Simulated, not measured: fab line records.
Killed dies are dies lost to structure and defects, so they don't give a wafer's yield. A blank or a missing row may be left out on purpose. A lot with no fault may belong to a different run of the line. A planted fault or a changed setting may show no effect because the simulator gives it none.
Which tool was responsible?	flow n5_finfet	36 wafers sampled from 12 lots at 1 step of a route of 1938

WHAT THE GAUGES SHOWED, per wafer
N5_BEOL_M9_CD_MEAS_28 targets a cd of 70 nm.
lot	measured	on	cd_nm (nm)
L074	day 10 21:55	cd_sem-02	69.88 69.63 70.07
L076	day 11 10:18	cd_sem-01	70.24 70.58 70.15
L079	day 12 10:34	cd_sem-01	70.11 69.92 70.45
L081	day 12 19:41	cd_sem-01	70.06 69.82 70.36
L083	day 13 05:11	cd_sem-02	69.63 69.85 69.85
L085	day 13 08:20	cd_sem-02	70.37 70.16 70.06
L088	day 14 09:50	cd_sem-03	69.77 69.76 69.58
L091	day 14 18:57	cd_sem-01	70.00 69.86 69.57
L090	day 15 21:35	cd_sem-01	70.01 70.06 70.23
L092	day 16 05:16	cd_sem-02	69.51 69.84 69.91
L096	day 17 02:15	cd_sem-02	70.16 70.09 69.81
L095	day 17 05:21	cd_sem-01	70.03 70.02 69.70

TOOL THAT RAN EACH LOT (tool first, then ch and the chambers of the sampled wafers, then the start)
The record holds no process step before these readings.

THE ANSWER, worked out from the rows above alone
Rule: what is usual is taken from the lots themselves. Put in order of their means at a reading, lots are off if they are a third of the lots or fewer, leave a main group of 4 or more, and stand apart from it by a gap of 3 or more times the standard deviation of the main group's means; of several such gaps the widest counts. A main group is skipped when, at the precision printed for the reading in the tables above, its means are all equal. Also off: a lot with no number at a reading for which 4 or more lots have one. Where the step has rows for the other lots, those lots are counted as sound.
Across all readings shown, no lot is off: no conclusion can be drawn from this.

WHAT HAD BEEN PUT IN BY THE SIMULATOR
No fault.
